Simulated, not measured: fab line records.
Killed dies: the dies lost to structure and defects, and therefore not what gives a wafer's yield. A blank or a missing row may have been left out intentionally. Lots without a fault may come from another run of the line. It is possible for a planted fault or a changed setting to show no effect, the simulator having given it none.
fab line records + flow n5-finfet
record
- lots=6
- wafers=18
- last-day=18
route steps=1938 shown BEOL_M7@1317
lots that met no fault: from a run of the same line without faults
start-h: start of the lot's first displayed wafer, in hours after the record's first day + wait-h: hours from the lot's prior step to this one + " as in the row above + L1.1+2: a row that stands for several wafers + - no value present, or no start provided + * or withheld: withheld + < > ~ a bound
route shown NAME@n: names a module that has steps shown in the file, with the first one's number in the route + usual: average and standard deviation across the fault-free wafers + same: alike in all rows + chamber/n: place in a boat + sites: the reading at each site + _std_site: their standard deviation + _edge_site: outer sites' mean less inner sites' + radius-mm: for every site, how far away it sits from the centre of the wafer + mask NAME#n: copy n + behind: the last tool/chamber to shape the wafer + hold: the reason the lot was held/the length of the hold in hours/how it ended + device: which transistor (n, p or np) failed to switch + end of line: tests of these same wafers at the route's end + a step with no rows: only its recipe + killed: not the wafer's yield, but the dies lost to structure and defects at the first sort + map: a wafer's dies, x killed, . not, _ none there
set.NAME: the setting as run; set.NAME@STEP: as run at that earlier step + model.NAME: the simulator's own value behind a step, which no gauge read
lots at some steps of the route; a table a step, a row a wafer
services: when a tool's chamber went out of use (start-h, in hours from the record's first day, below 0 if earlier), for how many hours, and the reason
## steps
# step N5_BEOL_M7_CURE_75
# recipe
- temp-c=370
- time-s=120
- ambient=DMADMS/He
- material=SiCOH_lowk
# step N5_BEOL_M7_DEGAS_44
# recipe
- ambient=vacuum
- temp-c=250
- time-s=60
# usual
- heater-power-w=324/33
| lot.wafer | tool           | chamber | start-h | wait-h | heater-power-w |
|-----------|----------------|---------|---------|--------|----------------|
| L941.1    | pvd-sputter-03 | -       | 236.55  | 0.3    | 287            |
| L941.4    | "              | -       | "       | "      | 324            |
| L941.5    | "              | -       | "       | "      | 283            |
| L945.4    | pvd-sputter-02 | -       | 251.89  | 0.3    | 274            |
| L945.5    | "              | -       | "       | "      | 346            |
| L945.6    | "              | -       | "       | "      | 323            |
| L951.1    | pvd-sputter-01 | -       | 287.20  | 0.3    | 345            |
| L951.3    | "              | -       | "       | "      | 362            |
| L951.4    | "              | -       | "       | "      | 319            |
| L946.2    | pvd-sputter-03 | -       | 287.45  | 0.2    | 293            |
| L946.3    | "              | -       | "       | "      | 318            |
| L946.6    | "              | -       | "       | "      | 320            |
| L957.2    | pvd-sputter-03 | -       | 340.82  | 0.4    | 376            |
| L957.3    | "              | -       | "       | "      | 280            |
| L957.5    | "              | -       | "       | "      | 269            |
| L958.1    | pvd-sputter-03 | -       | 344.48  | 0.4    | 381            |
| L958.5    | "              | -       | "       | "      | 277            |
| L958.6    | "              | -       | "       | "      | 373            |
# step N5_BEOL_M7_PRE_CLEAN_45
# recipe
- gas=H2/He
- time-s=30
- temp-c=250
# usual
- heater-power-w=325/33
| lot.wafer | tool           | chamber | start-h | wait-h | heater-power-w |
|-----------|----------------|---------|---------|--------|----------------|
| L941.1    | pvd-sputter-03 | -       | 236.59  | 0.0    | 293            |
| L941.4    | "              | -       | "       | "      | 321            |
| L941.5    | "              | -       | "       | "      | 285            |
| L945.4    | pvd-sputter-02 | -       | 251.93  | 0.0    | 277            |
| L945.5    | "              | -       | "       | "      | 341            |
| L945.6    | "              | -       | "       | "      | 329            |
| L951.1    | pvd-sputter-01 | -       | 287.24  | 0.0    | 347            |
| L951.3    | "              | -       | "       | "      | 380            |
| L951.4    | "              | -       | "       | "      | 322            |
| L946.2    | pvd-sputter-03 | -       | 287.49  | 0.0    | 288            |
| L946.3    | "              | -       | "       | "      | 326            |
| L946.6    | "              | -       | "       | "      | 315            |
| L957.2    | pvd-sputter-03 | -       | 340.86  | 0.0    | 366            |
| L957.3    | "              | -       | "       | "      | 276            |
| L957.5    | "              | -       | "       | "      | 281            |
| L958.1    | pvd-sputter-03 | -       | 344.52  | 0.0    | 371            |
| L958.5    | "              | -       | "       | "      | 281            |
| L958.6    | "              | -       | "       | "      | 379            |
# step N5_BEOL_M7_ALD_77
# recipe
- material=TaN
- target-thk-a=20
- temp-c=275
- ald-precursor-family=PDMAT
- ald-co-reactant=NH3
- pressure-torr=3
- carrier-flow-sccm=1500
- pulse-time-s=2
- purge-time-s=3
- co-reactant-purge-time-s=2
- co-reactant-pulse-time-s=3
- ald-cycles=40
- precursor-vessel-temp-c=75
- precursor-vessel-pressure-torr=26.25
- precursor-vessel-carrier-sccm=1000
# step N5_BEOL_M7_SURFACE_TREAT_79
# recipe
- gas=Ar
- time-s=*
- ion-energy-ev=*
- ion-current-ma-cm2=0.5
- pressure-mtorr=*
- ar-flow-sccm=30
# usual
- ar-flow-sccm=29.99/0.095
- throttle-valve-pct=*
| lot.wafer | tool           | chamber | start-h | wait-h | ar-flow-sccm | throttle-valve-pct |
|-----------|----------------|---------|---------|--------|--------------|--------------------|
| L941.1    | pvd-sputter-01 | -       | 237.02  | 0.2    | 29.97        | *                  |
| L941.4    | "              | -       | "       | "      | 30.11        | *                  |
| L941.5    | "              | -       | "       | "      | 29.91        | *                  |
| L945.4    | pvd-sputter-01 | -       | 252.29  | 0.2    | 30.10        | *                  |
| L945.5    | "              | -       | "       | "      | 30.01        | *                  |
| L945.6    | "              | -       | "       | "      | 29.98        | *                  |
| L951.1    | pvd-sputter-03 | -       | 287.58  | 0.2    | 30.13        | *                  |
| L951.3    | "              | -       | "       | "      | 30.00        | *                  |
| L951.4    | "              | -       | "       | "      | 30.03        | *                  |
| L946.2    | pvd-sputter-03 | -       | 287.84  | 0.2    | 30.13        | *                  |
| L946.3    | "              | -       | "       | "      | 30.10        | *                  |
| L946.6    | "              | -       | "       | "      | 29.91        | *                  |
| L957.2    | pvd-sputter-02 | -       | 341.23  | 0.2    | 29.95        | *                  |
| L957.3    | "              | -       | "       | "      | 29.90        | *                  |
| L957.5    | "              | -       | "       | "      | 29.91        | *                  |
| L958.1    | pvd-sputter-02 | -       | 345.09  | 0.2    | 30.09        | *                  |
| L958.5    | "              | -       | "       | "      | 30.12        | *                  |
| L958.6    | "              | -       | "       | "      | 30.06        | *                  |
# step N5_BEOL_M7_CVD_78
# recipe
- material=Co
- target-thk-a=20
- temp-c=withheld
- precursor=CCTBA/H2
- pressure-torr=30
- time-s=142.3
# step N5_BEOL_M7_SPUTTER_48
# recipe
- material=Cu
- target-thk-a=100
- temp-c=-20
- bias-v=60
- power-w=26000
- chamber-pressure-pa=0.13
- time-s=1.667
# usual
- throttle-valve-pct=29.9/1.1
| lot.wafer | tool           | chamber | start-h | wait-h | throttle-valve-pct |
|-----------|----------------|---------|---------|--------|--------------------|
| L941.1    | pvd-sputter-01 | -       | 237.24  | 0.1    | 31.3               |
| L941.4    | "              | -       | "       | "      | 29.6               |
| L941.5    | "              | -       | "       | "      | 29.9               |
| L945.4    | pvd-sputter-02 | -       | 252.81  | 0.3    | 31.5               |
| L945.5    | "              | -       | "       | "      | 29.5               |
| L945.6    | "              | -       | "       | "      | 29.8               |
| L951.1    | pvd-sputter-03 | -       | 287.76  | 0.1    | 31.7               |
| L951.3    | "              | -       | "       | "      | 28.4               |
| L951.4    | "              | -       | "       | "      | 28.5               |
| L946.2    | pvd-sputter-03 | -       | 288.34  | 0.4    | 28.5               |
| L946.3    | "              | -       | "       | "      | 28.5               |
| L946.6    | "              | -       | "       | "      | 28.6               |
| L957.2    | pvd-sputter-03 | -       | 341.52  | 0.2    | 29.9               |
| L957.3    | "              | -       | "       | "      | 28.5               |
| L957.5    | "              | -       | "       | "      | 28.5               |
| L958.1    | pvd-sputter-01 | -       | 346.35  | 0.9    | 30.9               |
| L958.5    | "              | -       | "       | "      | 29.5               |
| L958.6    | "              | -       | "       | "      | 29.8               |
# step N5_BEOL_M7_ECD_50
# recipe
- material=Cu
- target-thk-a=3000
# step N5_BEOL_M7_ANNEAL_51
# recipe
- temp-c=225
- time-s=90
- ambient=N2
# usual
- wafer_temp_C_max=225.89/0.29
| lot.wafer | tool          | chamber | start-h | wait-h | wafer_temp_C_max |
|-----------|---------------|---------|---------|--------|------------------|
| L941.1    | rtp-anneal-02 | 0       | 237.84  | 0.5    | 226.33           |
| L941.4    | "             | 0       | "       | "      | 226.23           |
| L941.5    | "             | 0       | "       | "      | 225.96           |
| L945.4    | rtp-anneal-02 | 0       | 253.36  | 0.4    | 225.91           |
| L945.5    | "             | 0       | "       | "      | 225.90           |
| L945.6    | "             | 0       | "       | "      | 226.14           |
| L951.1    | rtp-anneal-01 | 0       | 287.97  | 0.1    | 225.99           |
| L951.3    | "             | 0       | "       | "      | 226.08           |
| L951.4    | "             | 0       | "       | "      | 225.89           |
| L946.2    | rtp-anneal-01 | 0       | 288.61  | 0.1    | 225.45           |
| L946.3    | "             | 0       | "       | "      | 225.54           |
| L946.6    | "             | 0       | "       | "      | 225.72           |
| L957.2    | rtp-anneal-01 | 0       | 341.83  | 0.2    | 225.56           |
| L957.3    | "             | 0       | "       | "      | 225.77           |
| L957.5    | "             | 0       | "       | "      | 225.83           |
| L958.1    | rtp-anneal-01 | 0       | 346.56  | 0.1    | 225.92           |
| L958.5    | "             | 0       | "       | "      | 225.89           |
| L958.6    | "             | 0       | "       | "      | 226.07           |
# step N5_BEOL_M7_CMP_52
# recipe
- stop-on=SiCOH_lowk
- t-overpolish-s=6.9
- down-force-psi=1
- platen-rpm=50
- clearing-platen-down-force-psi=1.5
- clearing-platen-rpm=50
- post-cmp-clean=cu-alkaline
- target-thk-nm=80
- clearing-platen-pad-velocity-m-s=0.99484
- pad-velocity-m-s=0.99484
# step N5_BEOL_M7_THK_MEAS_53
# recipe
- thk-meas-gauge=xrf
- reads=Cu_of_BEOL_M7_ECD_50
# usual
- M7_THK=79.2/2.8
| lot.wafer | tool          | chamber | start-h | wait-h | M7_THK[nm] |
|-----------|---------------|---------|---------|--------|------------|
| L941.1    | film-metro-02 | -       | 238.43  | -      | 76.4       |
| L941.4    | "             | -       | "       | "      | 71.3       |
| L941.5    | "             | -       | "       | "      | 73.3       |
| L945.4    | film-metro-01 | -       | 253.84  | -      | 78.6       |
| L945.5    | "             | -       | "       | "      | 77.9       |
| L945.6    | "             | -       | "       | "      | 76.9       |
| L951.1    | film-metro-02 | -       | 288.56  | -      | 77.3       |
| L951.3    | "             | -       | "       | "      | 76.5       |
| L951.4    | "             | -       | "       | "      | 78.0       |
| L946.2    | film-metro-02 | -       | 289.17  | -      | 81.7       |
| L946.3    | "             | -       | "       | "      | 82.0       |
| L946.6    | "             | -       | "       | "      | 82.6       |
| L957.2    | film-metro-01 | -       | 342.37  | -      | 79.5       |
| L957.3    | "             | -       | "       | "      | 75.3       |
| L957.5    | "             | -       | "       | "      | 80.1       |
| L958.1    | film-metro-01 | -       | 347.25  | -      | 81.7       |
| L958.5    | "             | -       | "       | "      | 82.3       |
| L958.6    | "             | -       | "       | "      | 84.0       |
# step N5_BEOL_M7_PRE_CLEAN_55
# recipe
- gas=NH3
- time-s=15
- temp-c=withheld
- rf-power-w=300
# step N5_BEOL_M7_DEP_56
# recipe
- material=SiCN
- target-thk-a=100
- temp-c=withheld
- precursor=3MS/NH3
- pressure-torr=3
- rf-w=202
- time-s=17.5
# usual
- showerhead-plenum-p-Torr=3.665/0.012
- showerhead-vpp-V=864/29
- throttle-valve-pct=9.1/0.48
| lot.wafer | tool     | chamber | start-h | wait-h | showerhead-plenum-p-Torr | showerhead-vpp-V | throttle-valve-pct | model.SiCN_of_BEOL_M7_DEP_56.thk-nm |
|-----------|----------|---------|---------|--------|--------------------------|------------------|--------------------|-------------------------------------|
| L941.1    | pecvd-01 | 0       | 238.49  | 0.0    | 3.640                    | 807              | 8.6                | 9.8                                 |
| L941.4    | "        | 1       | "       | "      | 3.679                    | 882              | 9.6                | 10                                  |
| L941.5    | "        | 0       | "       | "      | 3.648                    | 803              | 8.5                | 9.8                                 |
| L945.4    | pecvd-03 | 1       | 253.92  | 0.0    | 3.696                    | 879              | 9.0                | 10.6                                |
| L945.5    | "        | 2       | "       | "      | 3.658                    | 858              | 8.8                | 10.2                                |
| L945.6    | "        | 0       | "       | "      | 3.665                    | 861              | 9.5                | 10                                  |
| L951.1    | pecvd-03 | 0       | 288.62  | 0.0    | 3.652                    | 859              | 9.5                | 10.2                                |
| L951.3    | "        | 2       | "       | "      | 3.669                    | 859              | 9.0                | 9.8                                 |
| L951.4    | "        | 0       | "       | "      | 3.660                    | 869              | 9.2                | 10                                  |
| L946.2    | pecvd-03 | 2       | 289.23  | 0.0    | 3.653                    | 870              | 9.3                | 10                                  |
| L946.3    | "        | 1       | "       | "      | 3.675                    | 882              | 9.0                | 10.2                                |
| L946.6    | "        | 1       | "       | "      | 3.684                    | 873              | 9.0                | 10.6                                |
| L957.2    | pecvd-02 | 1       | 342.44  | 0.0    | 3.646                    | 852              | 9.6                | 10                                  |
| L957.3    | "        | 0       | "       | "      | 3.673                    | 832              | 9.5                | 9.8                                 |
| L957.5    | "        | 1       | "       | "      | 3.649                    | 867              | 9.5                | 10.2                                |
| L958.1    | pecvd-02 | 0       | 347.31  | 0.0    | 3.664                    | 832              | 9.5                | 10                                  |
| L958.5    | "        | 1       | "       | "      | 3.663                    | 876              | 9.5                | 10.4                                |
| L958.6    | "        | 0       | "       | "      | 3.659                    | 831              | 9.7                | 10.2                                |
# step N5_BEOL_M7_RS_MEAS_57
# recipe
- thk-meas-gauge=four-point-probe
- reads=Cu_of_BEOL_M7_ECD_50+Co_of_BEOL_M7_CVD_78+TaN_of_BEOL_M7_ALD_77
# usual
- M7_RS=0.286/0.013
| lot.wafer | tool          | chamber | start-h | wait-h | M7_RS[ohm/sq] |
|-----------|---------------|---------|---------|--------|---------------|
| L941.1    | film-metro-02 | -       | 238.56  | 0.1    | 0.301         |
| L941.4    | "             | -       | "       | "      | 0.325         |
| L941.5    | "             | -       | "       | "      | 0.315         |
| L945.4    | film-metro-02 | -       | 253.97  | 0.0    | 0.289         |
| L945.5    | "             | -       | "       | "      | 0.294         |
| L945.6    | "             | -       | "       | "      | 0.296         |
| L951.1    | film-metro-02 | -       | 288.69  | 0.1    | 0.293         |
| L951.3    | "             | -       | "       | "      | 0.299         |
| L951.4    | "             | -       | "       | "      | 0.291         |
| L946.2    | film-metro-01 | -       | 289.30  | 0.1    | 0.277         |
| L946.3    | "             | -       | "       | "      | 0.277         |
| L946.6    | "             | -       | "       | "      | 0.274         |
| L957.2    | film-metro-02 | -       | 342.51  | 0.1    | 0.286         |
| L957.3    | "             | -       | "       | "      | 0.305         |
| L957.5    | "             | -       | "       | "      | 0.284         |
| L958.1    | film-metro-01 | -       | 347.38  | 0.1    | 0.277         |
| L958.5    | "             | -       | "       | "      | 0.275         |
| L958.6    | "             | -       | "       | "      | 0.269         |
## services
| tool           | chamber | start-h | hours | kind           |
|----------------|---------|---------|-------|----------------|
| pecvd-02       | 0       | 231.33  | 2.1   | scheduled-down |
| pecvd-03       | 2       | 237.88  | 5.4   | repair         |
| pecvd-01       | 0       | 239.22  | 2.1   | scheduled-down |
| pecvd-03       | 2       | 245.09  | 5.5   | scheduled-down |
| rtp-anneal-01  | -       | 250.65  | 1.2   | pm             |
| pecvd-01       | 1       | 260.84  | 2.1   | scheduled-down |
| pecvd-03       | 2       | 309.52  | 7.6   | repair         |
| pvd-sputter-03 | -       | 316.53  | 4.6   | repair         |
| pecvd-01       | 1       | 319.44  | 7.1   | repair         |
## key
first-sign none at tools or gauges
model-effect
- step=N5_BEOL_M7_DEP_56
- value=SiCN_of_BEOL_M7_DEP_56.thk-nm
- without=10
- struck=10.4
met-at N5_BEOL_M7_DEP_56
struck-wafers L946.6,L951.1
onset-between 253.92 288.62
fault
- kind=process-parameter-drift
- tool=pecvd-03
- chamber=-
- onset-h=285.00
- steps=N5_BEOL_M7_DEP_56
- channel=time-s
- offset=*
- shape=step
- end-h=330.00
- scope=struck-wafers-only
- acts-in=*
- stated=*
